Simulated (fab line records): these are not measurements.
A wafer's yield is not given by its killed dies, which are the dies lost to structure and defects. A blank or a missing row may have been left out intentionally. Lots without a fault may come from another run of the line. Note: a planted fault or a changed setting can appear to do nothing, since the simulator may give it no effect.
fab line records | flow n5Finfet
record lots=6 wafers=17 lastDay=17
route steps=1938 shown BEOL_M3@1009 BEOL_M4@1021 PASSIVATION@1936
lots that met no fault: taken from a fault-free run of the same line
startH: hours from the record's first day to the start of the lot's first wafer shown | waitH: hours from the lot's prior step to this one | " same as the row above | L1.1+2: one row covering several wafers at once | - no value, or no start was given | * or withheld: withheld | < > ~ a bound
route shown NAME@n: a module of which the file shows steps, and the number in the route of the first | usual: mean/standard deviation of fault-free wafers | same: alike in all rows | chamber/n: place in a boat | sites: each site's reading | _std_site: standard deviation across them | _edge_site: outer sites' mean less inner sites' | radiusMm: for every site, how far away it sits from the centre of the wafer | mask NAME#n: copy n | behind: tool/chamber where the wafer was last shaped | hold: why the lot was held/for how many hours/how that ended | device: whichever transistor did not switch (one of n, p or np) | end of line: the same wafers' tests at the end of the route | step lacking rows: just its recipe | killed: at the first sort, the dies lost to defects and structure; wafer yield is something else | map: per-die view of a wafer (x killed, . not killed, _ where there is no die)
set.NAME: the setting the step ran with; set.NAME@STEP: the setting that earlier step ran with | model.NAME: the simulator's own value behind a step, which no gauge read
lots at some steps of the route; a table a step, a row a wafer
services: a tool's chamber out of use, with start hour (startH, from the record's first day; less than 0 if before it), hours out, and reason
## steps
# step N5_BEOL_M3_ANNEAL_95
# recipe tempC=400 timeS=240 ambient=vacuum
# usual heaterPowerW=838/55
# columns lot.wafer tool chamber startH waitH heaterPowerW
L909.2 pvdSputter-03 - 168.98 0.0 773
L909.4 " - " " 823
L909.6 " - " " 834
L918.1 pvdSputter-02 - 220.78 0.0 835
L918.3 " - " " 776
L918.6 " - " " 921
L920.1 pvdSputter-02 - 233.01 0.0 779
L920.4 " - " " 836
L922.1 pvdSputter-02 - 235.89 0.0 813
L922.5 " - " " 770
L922.6 " - " " 851
L925.2 pvdSputter-02 - 257.23 0.0 910
L925.3 " - " " 787
L925.4 " - " " 820
L928.1 pvdSputter-02 - 274.73 0.0 844
L928.2 " - " " 818
L928.6 " - " " 782
# step N5_BEOL_M3_SPUTTER_96
# recipe material=Cu targetThkA=45 tempC=-20 chamberPressurePa=0.07 powerW=withheld timeS=8.29
# usual throttleValvePct=30.5/0.89
# columns lot.wafer tool chamber startH waitH throttleValvePct
L909.2 pvdSputter-03 - 169.12 0.1 31.2
L909.4 " - " " 29.1
L909.6 " - " " 29.4
L918.1 pvdSputter-02 - 220.92 0.1 30.3
L918.3 " - " " 29.9
L918.6 " - " " 30.5
L920.1 pvdSputter-02 - 233.15 0.1 29.9
L920.4 " - " " 30.7
L922.1 pvdSputter-02 - 236.03 0.1 30.6
L922.5 " - " " 29.9
L922.6 " - " " 30.4
L925.2 pvdSputter-02 - 257.37 0.1 30.6
L925.3 " - " " 29.7
L925.4 " - " " 30.6
L928.1 pvdSputter-02 - 274.87 0.1 30.5
L928.2 " - " " 31.0
L928.6 " - " " 29.8
# step N5_BEOL_M3_ECD_50
# recipe material=Cu targetThkA=3000
# step N5_BEOL_M3_ANNEAL_51
# recipe tempC=225 timeS=90 ambient=N2
# step N5_BEOL_M3_CMP_52
# recipe stopOn=SiOC tOverpolishS=6.8 downForcePsi=1 platenRpm=50 clearingPlatenDownForcePsi=1.5 clearingPlatenRpm=50 postCmpClean=cuAlkaline targetThkNm=40 clearingPlatenPadVelocityMS=0.99484 padVelocityMS=0.99484
# usual barrierFieldEndpointS=24.3/0.77 motorCurrentA=6.2/0.52 overpolishRunS=6.799/0.0082 timeToEndpointS=60/4.5
# columns lot.wafer tool chamber startH waitH barrierFieldEndpointS motorCurrentA overpolishRunS timeToEndpointS
L909.2 cmp-04 2 169.79 0.4 25.7 6.1 6.804 71
L909.4 " 0 " " 25.4 6.1 6.804 64
L909.6 " 1 " " 25.4 6.7 6.812 62
L918.3 cmp-01 1 221.86 0.5 24.0 6.9 6.802 57
L918.1 " 2 " " 24.5 6.2 6.799 62
L918.6 " 1 " " 24.5 7.4 6.794 61
L920.1 cmp-03 0 233.84 0.3 22.6 7.2 6.790 50
L920.4 " 3 " " 23.3 6.3 6.804 56
L922.1 cmp-04 2 236.64 0.4 25.0 6.5 6.805 68
L922.5 " 3 " " 23.9 5.8 6.783 57
L922.6 " 0 " " 24.4 6.1 6.790 63
L925.4 cmp-03 0 258.03 0.2 23.1 7.1 6.816 47
L925.2 " 1 " " 24.1 6.2 6.794 63
L925.3 " 2 " " 23.4 5.8 6.807 58
L928.2 cmp-01 0 275.81 0.3 23.7 5.4 6.799 62
L928.1 " 2 " " 23.9 6.1 6.808 63
L928.6 " 0 " " 23.5 5.2 6.792 57
# step N5_BEOL_M3_THK_MEAS_53
# recipe thkMeasGauge=xrf reads=Cu_of_BEOL_M3_ECD_50
# usual M3_THK=39.0/1.8
# columns lot.wafer tool chamber startH waitH M3_THK[nm]
L909.2 filmMetro-01 - 170.04 - 41.3
L909.4 " - " " 42.0
L909.6 " - " " 41.0
L918.1 filmMetro-01 - 222.12 - 40.5
L918.3 " - " " 38.0
L918.6 " - " " 39.5
L920.1 filmMetro-01 - 234.14 - 37.7
L920.4 " - " " 38.6
L922.1 filmMetro-01 - 236.84 0.2 39.0
L922.5 " - " " 39.7
L922.6 " - " " 38.6
L925.2 filmMetro-01 - 258.29 - 39.6
L925.3 " - " " 35.8
L925.4 " - " " 39.4
L928.1 filmMetro-01 - 276.06 - 39.2
L928.2 " - " " 36.9
L928.6 " - " " 37.6
# step N5_BEOL_M3_PRE_CLEAN_60
# recipe gas=NH3/H2 timeS=15 tempC=* rfPowerW=300
# step N5_BEOL_M3_CO_CAP_55
# recipe material=Co targetThkA=20 tempC=200 precursor=CCTBA/H2 pressureTorr=30 timeS=102.1
# usual heaterPowerW=246/33
# columns lot.wafer tool chamber startH waitH heaterPowerW
L909.2 cvdCo-01 2 170.12 0.0 232
L909.4 " 1 " " 211
L909.6 " 2 " " 235
L918.1 cvdCo-02 2 222.20 0.0 244
L918.3 " 0 " " 205
L918.6 " 2 " " 244
L920.1 cvdCo-02 0 234.22 0.0 200
L920.4 " 0 " " 201
L922.1 cvdCo-01 1 236.91 0.0 215
L922.5 " 0 " " 289
L922.6 " 1 " " 219
L925.2 cvdCo-01 0 258.36 0.0 284
L925.3 " 2 " " 232
L925.4 " 1 " " 208
L928.1 cvdCo-01 2 276.14 0.0 242
L928.2 " 1 " " 218
L928.6 " 1 " " 220
# step N5_BEOL_M3_PRE_CLEAN_56
# recipe gas=NH3 timeS=15 tempC=withheld rfPowerW=300
# step N5_BEOL_M3_DEP_57
# recipe material=SiCN targetThkA=80 tempC=withheld precursor=3MS/NH3 pressureTorr=3 rfW=202 timeS=14
# usual showerheadPlenumPTorr=3.667/0.013 showerheadVppV=874/49 throttleValvePct=9.0/0.6
# columns lot.wafer tool chamber startH waitH showerheadPlenumPTorr showerheadVppV throttleValvePct
L909.2 pecvd-01 2 170.24 0.0 3.669 861 9.3
L909.4 " 0 " " 3.666 969 8.3
L909.6 " 1 " " 3.650 863 9.7
L918.1 pecvd-01 1 222.33 0.0 3.659 839 9.8
L918.3 " 0 " " 3.664 973 8.6
L918.6 " 1 " " 3.658 864 9.6
L920.1 pecvd-04 2 234.33 0.0 3.661 886 8.5
L920.4 " 0 " " 3.641 817 8.4
L922.1 pecvd-01 0 237.04 0.0 3.670 984 8.5
L922.5 " 0 " " 3.664 974 8.7
L922.6 " 2 " " 3.662 846 8.1
L925.2 pecvd-02 0 258.48 0.0 3.668 885 9.4
L925.3 " 2 " " 3.674 864 9.0
L925.4 " 1 " " 3.691 830 9.8
L928.1 pecvd-02 2 276.26 0.0 3.670 867 8.9
L928.2 " 0 " " 3.671 885 9.2
L928.6 " 2 " " 3.683 874 8.9
# step N5_BEOL_M3_RS_MEAS_58
# recipe thkMeasGauge=four-point-probe reads=Co_of_BEOL_M3_CO_CAP_55+Cu_of_BEOL_M3_ECD_50+Co_of_BEOL_M3_CVD_47+TaN_of_BEOL_M3_ALD_84
# usual M3_RS=0.69/0.04
# columns lot.wafer tool chamber startH waitH M3_RS[ohm/sq]
L909.2 filmMetro-01 - 170.32 0.1 0.64
L909.4 " - " " 0.63
L909.6 " - " " 0.65
L918.1 filmMetro-02 - 222.41 0.1 0.66
L918.3 " - " " 0.71
L918.6 " - " " 0.67
L920.1 filmMetro-01 - 234.40 0.0 0.72
L920.4 " - " " 0.69
L922.1 filmMetro-02 - 237.13 0.1 0.68
L922.5 " - " " 0.66
L922.6 " - " " 0.69
L925.2 filmMetro-01 - 258.55 0.1 0.66
L925.3 " - " " 0.76
L925.4 " - " " 0.67
L928.1 filmMetro-01 - 276.32 0.0 0.68
L928.2 " - " " 0.74
L928.6 " - " " 0.71
# step N5_BEOL_M3_INSPECT_59
# recipe inspectInstrument=darkfield mode=postDep
# usual rawDefectCount=73/22
# columns lot.wafer tool chamber startH waitH rawDefectCount
L909.2 defectInspect-01 - 170.34 0.0 43
L909.4 " - " " 84
L909.6 " - " " 75
L918.1 defectInspect-01 - 222.44 0.0 99
L918.3 " - " " 35
L918.6 " - " " 63
L920.1 defectInspect-01 - 234.43 0.0 64
L920.4 " - " " 58
L922.1 defectInspect-01 - 237.15 0.0 72
L922.5 " - " " 87
L922.6 " - " " 78
L925.2 defectInspect-02 - 258.57 0.0 63
L925.3 " - " " 100
L925.4 " - " " 78
L928.1 defectInspect-02 - 276.35 0.0 68
L928.2 " - " " 114
L928.6 " - " " 63
# step N5_BEOL_M4_ILD_DEP_00
# recipe material=SiOC targetThkA=790 tempC=350 precursor=DEMS/O2 pressureTorr=5 rfW=500 timeS=15.3
# usual heaterPowerW=491/71 showerheadPlenumPTorr=5.694/0.017 showerheadVppV=1391/75 susceptorTempC=350.00/0.22 throttleValvePct=11.9/0.78
# columns lot.wafer tool chamber startH waitH heaterPowerW showerheadPlenumPTorr showerheadVppV susceptorTempC throttleValvePct
L909.2 pecvd-03 2 170.38 0.0 602 5.717 1419 350.16 11.1
L909.4 " 0 " " 588 5.682 1391 350.15 12.4
L909.6 " 1 " " 528 5.657 1384 349.98 12.1
L918.1 pecvd-02 2 222.47 0.0 385 5.705 1359 350.04 11.7
L918.3 " 1 " " 425 5.701 1298 349.85 13.0
L918.6 " 1 " " 440 5.714 1296 349.93 13.0
L920.1 pecvd-02 0 234.46 0.0 491 5.702 1405 346.02 12.0
L920.4 " 1 " " 457 5.709 1296 350.36 12.9
L922.1 pecvd-02 0 237.19 0.0 499 5.701 1376 346.45 12.3
L922.5 " 2 " " 435 5.703 1392 350.12 11.6
L922.6 " 0 " " 500 5.696 1404 345.97 12.2
L925.2 pecvd-01 0 258.61 0.0 611 5.698 1528 350.01 11.2
L925.3 " 2 " " 482 5.689 1367 349.88 10.6
L925.4 " 0 " " 624 5.697 1539 349.96 11.4
L928.1 pecvd-01 1 276.39 0.0 409 5.699 1307 349.70 12.8
L928.2 " 0 " " 539 5.702 1526 349.82 11.3
L928.6 " 0 " " 549 5.692 1542 350.15 11.2
# step N5_BEOL_M4_THK_MEAS_01
# recipe reads=SiOC_of_BEOL_M4_ILD_DEP_00
# usual M4_ILD_THK=78.9/1.3
# columns lot.wafer tool chamber startH waitH M4_ILD_THK[nm]
L909.2 filmMetro-02 - 170.45 0.1 76.5
L909.4 " - " " 77.7
L909.6 " - " " 80.4
L918.1 filmMetro-01 - 222.54 0.0 79.1
L918.3 " - " " 77.3
L918.6 " - " " 78.3
L920.1 filmMetro-01 - 234.53 0.0 81.4
L920.4 " - " " 79.3
L922.1 filmMetro-02 - 237.26 0.0 80.5
L922.5 " - " " 80.0
L922.6 " - " " 82.7
L925.2 filmMetro-02 - 258.68 0.1 76.8
L925.3 " - " " 77.7
L925.4 " - " " 79.0
L928.1 filmMetro-01 - 276.45 0.0 76.6
L928.2 " - " " 77.1
L928.6 " - " " 78.1
# step N5_BEOL_M4_RC_MEAS_101
# usual DIBL_N=35.4/2.1 DIBL_P=34.8/2.6 IOFF_N=0.15/0.037 IOFF_P=0.19/0.037 ION_N=677/16 ION_P=462/9.3 SS_N=71.4/0.75 SS_P=72.9/0.77 VT_N=250/3.7 VT_P=-251/3.5
# columns lot.wafer tool chamber startH waitH DIBL_N[mV/V] DIBL_P[mV/V] IOFF_N[nA/um] IOFF_P[nA/um] ION_N[uA/um] ION_P[uA/um] SS_N[mV/dec] SS_P[mV/dec] VT_N[mV] VT_P[mV]
L909.2 prober-01 0 183.64 0.2 35.6 34.7 0.15 0.15 657 443 71.1 72.8 250 -256
L909.4 " 0 " " 37.5 38.6 0.18 0.20 690 464 71.5 73.8 250 -254
L909.6 " 0 " " 35.6 34.8 0.14 0.14 680 450 70.7 72.5 251 -256
L918.1 prober-01 0 230.41 0.0 36.5 38.0 0.17 0.20 672 455 71.6 73.8 247 -252
L918.3 " 0 " " 30.1 29.5 0.08 0.12 652 453 69.9 71.4 255 -258
L918.6 " 0 " " 33.4 34.1 0.12 0.16 664 454 71.1 72.7 252 -254
L920.1 prober-02 0 251.21 0.0 35.4 34.5 0.16 0.18 686 469 71.9 72.8 250 -249
L920.4 " 0 " " 37.4 35.8 0.16 0.19 667 453 72.0 72.2 250 -251
L922.1 prober-01 0 252.68 0.0 33.1 30.6 0.10 0.15 659 451 71.0 72.1 258 -251
L922.5 " 0 " " 35.0 35.3 0.15 0.22 677 465 71.0 73.6 246 -248
L922.6 " 0 " " 33.4 32.1 0.12 0.17 674 462 71.4 72.2 254 -250
L925.2 prober-01 0 278.99 0.2 38.0 38.3 0.19 0.24 682 472 72.1 73.5 248 -247
L925.3 " 0 " " 34.9 35.8 0.13 0.20 669 461 71.0 73.3 251 -250
L925.4 " 0 " " 38.2 35.7 0.21 0.19 662 452 73.7 72.4 251 -252
L928.1 prober-01 0 286.34 0.0 35.6 35.4 0.15 0.19 678 460 72.1 72.7 250 -251
L928.2 " 0 " " 34.9 35.1 0.15 0.18 677 463 71.4 72.9 250 -250
L928.6 " 0 " " 34.7 34.9 0.14 0.19 680 466 71.5 73.0 248 -251
# step N5_PASSIVATION_PROBE_49
# usual defectLimitedYield=90.5/1.7 killed_at_M0_to_M3=37/12 killed_at_M4_up=14/5.2 killedAtContacts=12/5.9 killedAtFrontEnd=45/14 killedAtOther=3.5/2.8 killedDies=112/21 killedOpen=73/15 killedShort=36/8.9 sort_bin_5_function=5.6/1.2 sort_bin_6_memory=3.5/0.68 sort_bin_8_speed=0.01/0.1 sortNPass=1068/21 sortYieldPct=90.5/1.8
# same grossDies=1180 killedAtBackSide=0 sort_bin_4_leakage[%]=0
# columns lot.wafer tool chamber startH waitH defectLimitedYield[%] killed_at_M0_to_M3 killed_at_M4_up killedAtContacts killedAtFrontEnd killedAtOther killedDies killedOpen killedShort sort_bin_5_function[%] sort_bin_6_memory[%] sort_bin_8_speed[%] sortNPass sortYieldPct[%]
L918.1 prober-01 - 342.61 0.0 91.1 26 15 9 53 2 105 63 42 4.6 3.6 0 1075 91.1
L918.3 prober-01 - 342.71 0.1 92.0 27 8 17 42 0 94 59 34 4.5 2.9 0 1086 92.0
L918.6 prober-01 - 342.86 0.3 91.9 36 13 11 32 4 96 68 26 5.3 2.8 0 1084 91.9
L922.5 prober-01 - 368.09 0.2 91.2 32 20 9 43 0 104 65 34 4.5 3.2 0 1076 91.2
# killed by level:class
L918.1 FIN_SAQP:geometricParticle:open=19 FIN_SAQP:geometricParticle:short=14 MOL_CONTACT_COAG:geometricParticle:open=6 BEOL_M1:geometricParticle:open=5 SPACER0:geometricParticle:short=4 BEOL_M0_SAQP:geometricParticle:short=4 BEOL_M7:geometricParticle:open=4 GATE_CUT:geometricParticle:short=3
L918.3 MOL_CONTACT_COAG:geometricParticle:open=12 FIN_SAQP:geometricParticle:short=9 STI_FIN_REVEAL:geometricParticle:open=8 BEOL_M0_SAQP:geometricParticle:short=7 FIN_SAQP:geometricParticle:open=6 BEOL_M3:geometricParticle:open=6 BEOL_M0_SAQP:geometricParticle:open=5 MOL_CONTACT_COAG:geometricParticle:short=5
L918.6 STI_FIN_REVEAL:geometricParticle:open=10 MOL_CONTACT_COAG:geometricParticle:open=8 BEOL_M0_SAQP:geometricParticle:short=8 BEOL_M2:geometricParticle:open=7 BEOL_M3:geometricParticle:open=7 BEOL_M4:geometricParticle:open=7 BEOL_M0_SAQP:geometricParticle:open=6 FIN_SAQP:geometricParticle:short=4
L922.5 BEOL_M1:geometricParticle:open=9 BEOL_M4:geometricParticle:open=9 MOL_CONTACT_COAG:geometricParticle:open=8 STI_FIN_REVEAL:geometricParticle:open=7 BEOL_M0_SAQP:geometricParticle:open=7 ILD0:geometricParticle:short=6 FIN_SAQP:geometricParticle:short=5 FIN_SAQP:geometricParticle:open=5
## services
# columns tool chamber startH hours kind
cmp-01 - 152.89 1.3 repair
cmp-04 - 157.62 7.9 pm
pecvd-03 - 161.43 0.3 repair
pecvd-04 2 163.33 2.1 scheduledDown
pecvd-04 1 170.87 13.4 repair
cmp-03 - 200.72 4.6 pm
pecvd-01 2 202.38 - clean
pecvd-01 2 202.38 - consumableReplace:showerhead
pecvd-01 2 202.38 29.0 scheduledDown
pecvd-01 2 202.38 29.0 ventCycle
pecvd-02 1 204.81 2.1 scheduledDown
pecvd-02 2 212.94 5.5 scheduledDown
cmp-03 - 215.20 0.3 repair
pecvd-03 - 217.15 98.4 repair
cmp-03 - 218.81 6.2 pm
pecvd-01 1 234.87 10.4 repair
pecvd-02 - 240.78 1.8 repair
cmp-04 - 242.38 4.0 pm
cmp-04 - 246.38 - consumableReplace:conditioner
cmp-04 - 246.38 - consumableReplace:pad
pecvd-04 - 255.35 2.8 pm
pecvd-02 1 256.42 - calibration
pecvd-01 1 262.38 5.5 scheduledDown
cmp-03 - 265.13 2.8 repair
## key
firstSign step=N5_BEOL_M4_ILD_DEP_00 reading=susceptorTempC direction=down sigmas=18 usual=* struck=*
effect none on later readings
metAt N5_BEOL_M4_ILD_DEP_00
struckWafers L920.1,L922.1,L922.6
fault kind=processParameterDrift tool=pecvd-02 chamber=0 onsetH=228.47 steps=N5_BEOL_M4_ILD_DEP_00 channel=tempC offset=* shape=step actsIn=* stated=*
